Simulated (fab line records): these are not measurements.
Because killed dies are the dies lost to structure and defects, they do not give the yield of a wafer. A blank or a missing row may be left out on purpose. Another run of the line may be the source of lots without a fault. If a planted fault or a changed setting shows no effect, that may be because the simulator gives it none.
Split-lot experiment	flow n5Finfet	21 wafers read from 7 lots, route of 1938 steps

## THE SPLIT
At N5_DUMMY_GATE_COAT_09 (resist thk 30 nm), the setting spinRpm was moved away from the recipe's 1500 rpm on 5 of the 21 wafers read, by +5.0% to +9.9%. The other wafers ran this setting at the recipe's value.

## FROM THE SPLIT TO THE READING: what the file shows between them, 3 steps
- N5_DUMMY_GATE_EBR_11
- N5_DUMMY_GATE_SOFTBAKE_10: time 60 s
- N5_DUMMY_GATE_DESCUM_20: chemistry O2, time 6.2 s

## THE READING
CAR-EUV_of_DUMMY_GATE_COAT_09.thkNm (the simulator's own value, which no gauge read), in nm, at N5_DUMMY_GATE_ETCH_29 (etches underlayer in N2/H2, target depth 13 nm). There is no usual value for it anywhere in the file. Across the 16 wafers here that went through the recipe, the average is 18.9 nm and the standard deviation 0.18 nm.

wafer	tool, chamber at the split	spinRpm as run, rpm	against the recipe	CAR-EUV_of_DUMMY_GATE_COAT_09.thkNm, nm	against lot-mates on the recipe
L077.1	lithoTrack-03, 0	1500	recipe	19.2	-
L077.2	lithoTrack-03, 0	1500	recipe	18.8	-
L077.3	lithoTrack-03, 0	1500	recipe	18.6	-
L081.1	lithoTrack-03, 0	1500	recipe	18.8	-
L081.5	lithoTrack-03, 0	1500	recipe	18.8	-
L081.4	lithoTrack-03, 0	1500	recipe	18.6	-
L084.4	lithoTrack-02, 0	1500	recipe	18.8	-
L084.5	lithoTrack-02, 0	1575	+5.0%	18	-0.8
L084.6	lithoTrack-02, 0	1575	+5.0%	18.2	-0.6
L086.1	lithoTrack-03, 0	1500	recipe	18.8	-
L086.3	lithoTrack-03, 0	1500	recipe	19.2	-
L086.5	lithoTrack-03, 0	1500	recipe	19	-
L088.4	lithoTrack-03, 0	1500	recipe	19	-
L088.6	lithoTrack-03, 0	1500	recipe	19	-
L088.5	lithoTrack-03, 0	1575	+5.0%	18.2	-0.8
L091.1	lithoTrack-02, 0	1500	recipe	18.8	-
L091.2	lithoTrack-02, 0	1500	recipe	18.8	-
L091.5	lithoTrack-02, 0	1500	recipe	18.8	-
L094.1	lithoTrack-02, 0	1500	recipe	18.6	-
L094.3	lithoTrack-02, 0	1649	+9.9%	17.6	-1.0
L094.5	lithoTrack-02, 0	1649	+9.9%	17.2	-1.4

FIT RESULTS
A straight line over all 21 wafers: CAR-EUV_of_DUMMY_GATE_COAT_09.thkNm changes by -0.145 nm for each +1% of spinRpm; r = -0.94; the points scatter about the line by 0.18 nm.
The same after taking each lot's own level away (the mean of its wafers on the recipe; 21 wafers): -0.127 nm for each +1%; r = -0.94; scatter 0.15 nm.
Per that fit: largest spinRpm move, reading shift of 1.3 nm.
From 18.60 to 19.00 nm: that is the span of the lots' own levels, equal to 2.2 times the standard deviation above.
In other words, the slope is changed by the lot-to-lot level; the two fits disagree.
Check: with one of the wafers moved furthest among these (+9.9%) left out of the fit, the line predicts -1.42 nm for it against its lot-mates. Against them it came out at -1 nm.

## OTHER SPLITS APPLIED TO THESE WAFERS
These wafers also went through other splits before the reading. Each is held against what the fit with the lots' levels taken away leaves over:
other split on the same wafers	wafers away from the commonest value	r with CAR-EUV_of_DUMMY_GATE_COAT_09.thkNm (lot level and that fit taken away)
N5_WELL_APT_EXPOSE_05 doseMj	4	-0.06
N5_WELL_APT_DEVELOP_07 developTimeS	6	+0.33
N5_FIN_SAQP_PECVD_06 timeS	11	+0.38

## THE WHOLE CHAIN: every reading that the file lists as answering this split, in the file's order
step	what it does	reading	change (the file's fit)	r (the file's)
N5_DUMMY_GATE_COAT_09	resist thk 30 nm	CAR-EUV_of_DUMMY_GATE_COAT_09.thkNm (the simulator's own value, which no gauge read)	-0.144 nm for each +1% of the setting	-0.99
N5_DUMMY_GATE_ETCH_29	etches underlayer in N2/H2, target depth 13 nm	CAR-EUV_of_DUMMY_GATE_COAT_09.thkNm (the simulator's own value, which no gauge read)	-0.131 nm for each +1% of the setting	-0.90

## FILE'S OWN FIT
CAR-EUV_of_DUMMY_GATE_COAT_09.thkNm changes by -0.131 nm for each +1% of spinRpm, r = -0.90.
